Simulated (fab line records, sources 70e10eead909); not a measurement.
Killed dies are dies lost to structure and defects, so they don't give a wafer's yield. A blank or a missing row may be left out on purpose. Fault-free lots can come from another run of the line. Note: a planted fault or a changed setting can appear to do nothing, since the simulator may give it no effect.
Which tool did it?    flow nand_harc    24 lots with 72 wafers sampled at 6 steps, on a route of 1159 steps

== WHAT THE GAUGES SHOWED, per wafer ==
NHARC_P_CONTACT_INSPECT_27. Usual: raw_defect_count at 270, with a standard deviation of 95.
lot   measured      on                 raw_defect_count  flag
L074  day 5 18:58   defect_inspect-01  433 284 159       
L075  day 6 10:51   defect_inspect-02  265 293 335       
L077  day 6 13:25   defect_inspect-01  172 320 397       
L076  day 6 13:57   defect_inspect-02  355 230 148       
L078  day 6 20:20   defect_inspect-01  158 165 276       
L079  day 6 21:20   defect_inspect-01  354 302 452       
L080  day 6 21:53   defect_inspect-02  213 265 161       
L081  day 7 18:41   defect_inspect-02  155 143 193       
L082  day 7 22:29   defect_inspect-02  235 156 290       
L083  day 7 22:50   defect_inspect-01  346 316 308       
L085  day 8 06:01   defect_inspect-02  344 316 309       
L084  day 8 06:04   defect_inspect-01  291 284 181       
L087  day 9 14:44   defect_inspect-01  214 131 163       
L086  day 9 15:18   defect_inspect-01  296 426 240       
L088  day 9 20:07   defect_inspect-02  200 168 187       
L089  day 9 21:05   defect_inspect-01  271 153 146       
L090  day 10 01:54  defect_inspect-01  280 268 362       
L091  day 10 05:10  defect_inspect-01  195 223 437       
L092  day 10 05:36  defect_inspect-02  207 240 240       
L093  day 10 11:14  defect_inspect-02  130 406 267       
L094  day 10 20:47  defect_inspect-02  262 153 195       
L095  day 11 02:51  defect_inspect-02  316 199 287       
L096  day 11 02:56  defect_inspect-02  185 318 491       
L097  day 11 07:41  defect_inspect-02  150 165 332       

NHARC_P_M1_OVL_MEAS_10: pitch 260 nm. Usual: overlay_x_nm 0.0 nm, standard deviation 0.87; overlay_y_nm -0.1 nm, standard deviation 0.9.
lot   measured      on          overlay_x_nm (nm)  overlay_y_nm (nm)  flag
L074  day 6 00:13   overlay-02  -0.2 -0.4 0.1      0.0 0.5 0.1        
L075  day 6 16:14   overlay-02  0.2 0.6 0.7        0.8 0.4 0.2        
L077  day 6 18:46   overlay-01  -1.5 -1.6 -0.8     -0.6 0.2 0.0       
L076  day 6 19:00   overlay-02  0.6 0.6 0.3        0.5 0.2 0.3        
L078  day 7 01:17   overlay-02  -0.3 0.2 -0.5      -1.1 -1.0 -1.2     
L079  day 7 02:17   overlay-01  -0.3 -0.7 -0.7     0.6 -0.2 0.2       
L080  day 7 02:56   overlay-01  -0.4 -0.3 -0.1     -0.5 -0.6 -0.5     
L081  day 7 23:47   overlay-02  0.6 0.6 0.7        0.2 0.3 0.4        
L082  day 8 03:52   overlay-01  0.4 0.2 0.0        0.2 0.8 0.8        
L083  day 8 04:34   overlay-01  2.2 1.7 1.9        1.2 1.0 0.9        
L085  day 8 11:27   overlay-01  1.3 0.7 1.0        1.4 1.4 2.0        
L084  day 8 11:10   overlay-02  -0.1 -0.3 0.1      -3.0 -2.5 -2.5     
L087  day 9 19:47   overlay-01  -1.2 -1.4 -1.1     -0.8 -1.6 -0.8     
L086  day 9 20:25   overlay-01  -0.7 -0.3 -0.4     0.1 -0.9 0.0       
L088  day 10 01:32  overlay-02  -0.9 -1.0 -1.1     0.1 -0.3 -0.8      
L089  day 10 02:18  overlay-01  1.2 0.5 1.4        0.8 0.9 0.9        
L090  day 10 06:59  overlay-02  0.8 0.6 0.9        0.8 0.6 0.2        
L091  day 10 10:05  overlay-01  -0.7 -0.4 -0.9     0.3 0.1 0.6        
L092  day 10 10:46  overlay-01  -0.2 0.4 0.7       -0.7 -1.3 -0.8     
L093  day 10 16:44  overlay-01  -0.8 -0.2 -0.2     -0.3 0.3 -0.6      
L094  day 11 02:11  overlay-02  -0.6 -0.6 -1.3     0.0 0.2 0.8        
L095  day 11 08:27  overlay-01  -0.6 -1.0 -0.7     0.0 0.0 -0.3       
L096  day 11 08:38  overlay-01  0.9 0.7 0.9        -1.9 -1.9 -1.4     
L097  day 11 12:44  overlay-01  0.4 -0.2 0.4       0.7 -0.2 0.0       

NHARC_P_BONDPAD_OVL_MEAS_38. Usual: overlay_x_nm 1 nm, standard deviation 6; overlay_y_nm -1 nm, standard deviation 5.2.
lot   measured      on          overlay_x_nm (nm)  overlay_y_nm (nm)  flag
L074  day 6 09:01   overlay-02  9 9 9              1 0 1              
L075  day 7 01:01   overlay-02  6 6 5              -6 -6 -7           
L077  day 7 03:53   overlay-02  -8 -8 -8           3 3 3              
L076  day 7 04:14   overlay-02  6 6 6              -2 -2 -3           
L078  day 7 09:55   overlay-02  -11 -11 -11        -12 -12 -11        
L079  day 7 10:55   overlay-01  2 2 2              -4 -3 -3           
L080  day 7 11:41   overlay-01  9 9 9              -2 -2 -3           
L081  day 8 08:59   overlay-02  3 3 3              -7 -6 -6           
L082  day 8 12:18   overlay-01  3 4 4              -1 -1 -1           
L083  day 8 13:32   overlay-01  -1 -1 -1           -8 -7 -7           
L085  day 8 20:22   overlay-01  -2 -2 -2           3 3 3              
L084  day 8 20:01   overlay-02  -6 -6 -7           3 3 2              
L087  day 10 04:25  overlay-01  7 7 7              12 12 12           
L086  day 10 05:28  overlay-02  1 1 0              3 3 3              
L088  day 10 10:49  overlay-02  9 9 8              1 0 0              
L089  day 10 11:38  overlay-01  -4 -5 -4           -7 -6 -7           
L090  day 10 16:29  overlay-02  -1 -1 -1           4 5 4              
L091  day 10 19:20  overlay-02  3 3 4              1 1 1              
L092  day 10 19:58  overlay-02  1 0 1              -10 -10 -10        
L093  day 11 01:46  overlay-02  -1 -1 -1           -5 -5 -4           
L094  day 11 10:56  overlay-02  7 8 8              -1 -1 -1           
L095  day 11 17:59  overlay-01  -5 -5 -6           4 4 4              
L096  day 11 18:16  overlay-02  -4 -3 -4           -6 -7 -6           
L097  day 11 21:53  overlay-01  -9 -9 -9           -1 0 0             

== TOOL THAT RAN EACH LOT (tool first, then ch and the chambers of the sampled wafers, then the start) ==
lot   NHARC_P_M0_PVD_21                        NHARC_P_M0_ANNEAL_30              NHARC_P_M2_ETCH_28
L074  pvd_sputter-03, day 5 21:58 or earlier   rtp_anneal-01 ch 0, day 5 21:58   rie_diel-02 ch 0,1,2, day 6 09:01 or earlier
L075  pvd_sputter-03, day 6 13:37 or earlier   rtp_anneal-02 ch 0, day 6 13:37   rie_diel-05 ch 0,1,2, day 7 01:01 or earlier
L077  pvd_sputter-02, day 6 16:11 or earlier   rtp_anneal-02 ch 0, day 6 16:11   rie_diel-02 ch 0,2,3, day 7 03:53 or earlier
L076  pvd_sputter-03, day 6 16:46 or earlier   rtp_anneal-01 ch 0, day 6 16:46   rie_diel-05 ch 0,2,3, day 7 04:14 or earlier
L078  pvd_sputter-03, day 6 23:08 or earlier   rtp_anneal-02 ch 0, day 6 23:08   rie_diel-02 ch 1,2,3, day 7 09:55 or earlier
L079  pvd_sputter-02, day 7 00:01 or earlier   rtp_anneal-01 ch 0, day 7 00:01   rie_diel-07 ch 0,2, day 7 10:55 or earlier
L080  pvd_sputter-03, day 7 00:45 or earlier   rtp_anneal-02 ch 0, day 7 00:45   rie_diel-05 ch 2,3, day 7 11:41 or earlier
L081  pvd_sputter-03, day 7 21:33 or earlier   rtp_anneal-02 ch 0, day 7 21:33   rie_diel-02 ch 2,3, day 8 08:59 or earlier
L082  pvd_sputter-02, day 8 01:25 or earlier   rtp_anneal-01 ch 0, day 8 01:25   rie_diel-05 ch 2,3, day 8 12:18 or earlier
L083  pvd_sputter-03, day 8 01:41 or earlier   rtp_anneal-02 ch 0, day 8 01:41   rie_diel-02 ch 0,2,3, day 8 13:32 or earlier
L085  pvd_sputter-02, day 8 09:05 or earlier   rtp_anneal-01 ch 0, day 8 09:05   rie_diel-02 ch 0,1,3, day 8 20:22 or earlier
L084  pvd_sputter-03, day 8 08:42 or earlier   rtp_anneal-02 ch 0, day 8 08:42   rie_diel-07 ch 0,1, day 8 20:01 or earlier
L087  pvd_sputter-01, day 9 17:32 or earlier   rtp_anneal-02 ch 0, day 9 17:32   rie_diel-02 ch 0,1,2, day 10 04:25 or earlier
L086  pvd_sputter-02, day 9 18:13 or earlier   rtp_anneal-01 ch 0, day 9 18:13   rie_diel-05 ch 0,2,3, day 10 05:28 or earlier
L088  pvd_sputter-01, day 9 22:56 or earlier   rtp_anneal-02 ch 0, day 9 22:56   rie_diel-02 ch 0,1,2, day 10 10:49 or earlier
L089  pvd_sputter-01, day 10 00:07 or earlier  rtp_anneal-02 ch 0, day 10 00:07  rie_diel-02 ch 0,2,3, day 10 11:38 or earlier
L090  pvd_sputter-01, day 10 04:48 or earlier  rtp_anneal-02 ch 0, day 10 04:48  rie_diel-02 ch 0,1,3, day 10 16:29 or earlier
L091  pvd_sputter-01, day 10 07:50 or earlier  rtp_anneal-01 ch 0, day 10 07:50  rie_diel-02 ch 0,1,2, day 10 19:20 or earlier
L092  pvd_sputter-01, day 10 08:35 or earlier  rtp_anneal-02 ch 0, day 10 08:35  rie_diel-02 ch 0,2, day 10 19:58 or earlier
L093  pvd_sputter-02, day 10 14:28 or earlier  rtp_anneal-02 ch 0, day 10 14:28  rie_diel-05 ch 0,2,3, day 11 01:46 or earlier
L094  pvd_sputter-02, day 10 23:34 or earlier  rtp_anneal-02 ch 0, day 10 23:34  rie_diel-02 ch 0,1,3, day 11 10:56 or earlier
L095  pvd_sputter-01, day 11 05:39 or earlier  rtp_anneal-01 ch 0, day 11 05:39  rie_diel-02 ch 0,1,2, day 11 17:59 or earlier
L096  pvd_sputter-03, day 11 06:03 or earlier  rtp_anneal-02 ch 0, day 11 06:03  rie_diel-02 ch 0,1,3, day 11 18:16 or earlier
L097  pvd_sputter-01, day 11 10:31 or earlier  rtp_anneal-01 ch 0, day 11 10:31  rie_diel-05 ch 0,1,3, day 11 21:53 or earlier
- NHARC_P_M0_PVD_21: deposits Cu, target thk 30 nm, time 20.49 s.
- NHARC_P_M0_ANNEAL_30: time 90 s.
- NHARC_P_M2_ETCH_28: etches the open film in CF4/N2, target depth 30 nm, time 72.99 s.

== AS READ BY THE TOOLS THEMSELVES (means over the sampled wafers that have a number; for cases with no such wafer, the mark the record gives instead) ==
NHARC_P_M0_PVD_21. Usual: throttle_valve_pct at 30.5 %, with a standard deviation of 1.1.
lot   tool            throttle_valve_pct (%)  flag
L074  pvd_sputter-03  30.9                    
L075  pvd_sputter-03  30.8                    
L077  pvd_sputter-02  29.7                    
L076  pvd_sputter-03  31.3                    
L078  pvd_sputter-03  30.9                    
L079  pvd_sputter-02  29.1                    
L080  pvd_sputter-03  31.1                    
L081  pvd_sputter-03  30.8                    
L082  pvd_sputter-02  30.2                    
L083  pvd_sputter-03  30.5                    
L085  pvd_sputter-02  29.1                    
L084  pvd_sputter-03  30.4                    
L087  pvd_sputter-01  30.3                    
L086  pvd_sputter-02  29.3                    
L088  pvd_sputter-01  30.9                    
L089  pvd_sputter-01  30.7                    
L090  pvd_sputter-01  30.4                    
L091  pvd_sputter-01  30.7                    
L092  pvd_sputter-01  30.6                    
L093  pvd_sputter-02  30.3                    
L094  pvd_sputter-02  29.0                    
L095  pvd_sputter-01  30.2                    
L096  pvd_sputter-03  31.0                    
L097  pvd_sputter-01  30.5                    

NHARC_P_M0_ANNEAL_30. Usual: wafer_temp_C_max at 226.0, with a standard deviation of 0.35.
lot   tool           wafer_temp_C_max  flag
L074  rtp_anneal-01  226.3             
L075  rtp_anneal-02  225.7             
L077  rtp_anneal-02  225.7             
L076  rtp_anneal-01  226.4             
L078  rtp_anneal-02  225.9             
L079  rtp_anneal-01  226.3             
L080  rtp_anneal-02  225.8             
L081  rtp_anneal-02  225.8             
L082  rtp_anneal-01  226.1             
L083  rtp_anneal-02  225.6             
L085  rtp_anneal-01  225.9             
L084  rtp_anneal-02  225.9             
L087  rtp_anneal-02  225.6             
L086  rtp_anneal-01  226.5             
L088  rtp_anneal-02  225.9             
L089  rtp_anneal-02  226.1             
L090  rtp_anneal-02  225.7             
L091  rtp_anneal-01  226.2             
L092  rtp_anneal-02  225.8             
L093  rtp_anneal-02  225.8             
L094  rtp_anneal-02  225.8             
L095  rtp_anneal-01  226.4             
L096  rtp_anneal-02  226.2             
L097  rtp_anneal-01  226.9             

NHARC_P_M2_ETCH_28. Usual: drypump_motor_current_A 5.6 A, standard deviation 0.52; mfc_ar_sccm 150.0 sccm, standard deviation 0.46; oes_product_au 1.001 a.u., standard deviation 0.015; rf_fwd_power_W 297.6 W, standard deviation 1.2; rf_vpp_V 314.7 V, standard deviation 2.4; showerhead_plenum_p_Torr 2.66 Torr, standard deviation 0.14; throttle_valve_pct 19.794 %, standard deviation 0.0085.
lot   tool         drypump_motor_current_A (A)  mfc_ar_sccm (sccm)  oes_product_au (a.u.)  rf_fwd_power_W (W)  rf_vpp_V (V)  showerhead_plenum_p_Torr (Torr)  throttle_valve_pct (%)  flag
L074  rie_diel-02  5.8                          150.0               1.015                  297.0               314.3         2.69                             19.804                  
L075  rie_diel-05  5.5                          150.0               0.999                  297.8               312.6         2.53                             19.803                  
L077  rie_diel-02  5.3                          150.0               1.005                  297.0               316.3         2.73                             19.792                  
L076  rie_diel-05  5.5                          150.0               0.996                  297.5               312.6         2.52                             19.794                  
L078  rie_diel-02  5.9                          149.5               1.002                  297.6               316.6         2.79                             19.789                  
L079  rie_diel-07  6.3                          150.2               1.004                  297.9               312.9         2.56                             19.796                  
L080  rie_diel-05  5.6                          150.1               1.002                  297.8               312.4         2.54                             19.794                  
L081  rie_diel-02  5.5                          149.5               1.002                  298.5               317.2         2.83                             19.792                  
L082  rie_diel-05  5.6                          150.4               1.021                  299.0               312.4         2.54                             19.802                  
L083  rie_diel-02  5.4                          150.3               0.994                  298.1               314.9         2.73                             19.793                  
L085  rie_diel-02  5.6                          149.9               0.998                  296.7               315.0         2.69                             19.796                  
L084  rie_diel-07  6.0                          149.6               1.011                  298.3               315.4         2.64                             19.798                  
L087  rie_diel-02  5.8                          149.9               1.010                  297.2               315.1         2.69                             19.790                  
L086  rie_diel-05  5.5                          150.0               1.017                  298.1               312.9         2.52                             19.794                  
L088  rie_diel-02  5.8                          149.9               1.009                  298.7               314.5         2.69                             19.788                  
L089  rie_diel-02  5.3                          150.0               0.997                  297.6               315.7         2.73                             19.785                  
L090  rie_diel-02  5.6                          150.3               0.991                  296.8               315.7         2.68                             19.803                  
L091  rie_diel-02  5.8                          150.1               1.001                  297.3               316.0         2.69                             19.798                  
L092  rie_diel-02  5.3                          149.8               0.992                  297.7               313.5         2.63                             19.789                  
L093  rie_diel-05  5.6                          150.1               1.010                  297.9               312.0         2.51                             19.793                  
L094  rie_diel-02  5.7                          150.0               0.996                  297.6               315.1         2.68                             19.805                  
L095  rie_diel-02  5.8                          150.5               1.004                  298.0               315.7         2.69                             19.790                  
L096  rie_diel-02  5.6                          149.7               0.990                  297.9               314.9         2.68                             19.786                  
L097  rie_diel-05  5.5                          150.0               0.999                  296.5               313.3         2.52                             19.788                  

== THE ANSWER, worked out from the rows above alone ==
Rule: a lot is off if the mean of its wafers that have a number lies more than 3 standard deviations from the usual mean. A lot without any number at a reading at which 4 lots or more have one is off too. Where the step has rows for the other lots, those lots are counted as sound. Order of review: gauges by route order, followed by the tools' own readings, for which a lot's mean as printed above is used. At the first step where some lot is off, the reading lying furthest off is the one used; lots without a number count as furthest.
No lot is off on any of the readings shown, so nothing can be concluded from this.

== WHAT WAS PUT IN BY THE SIMULATOR ==
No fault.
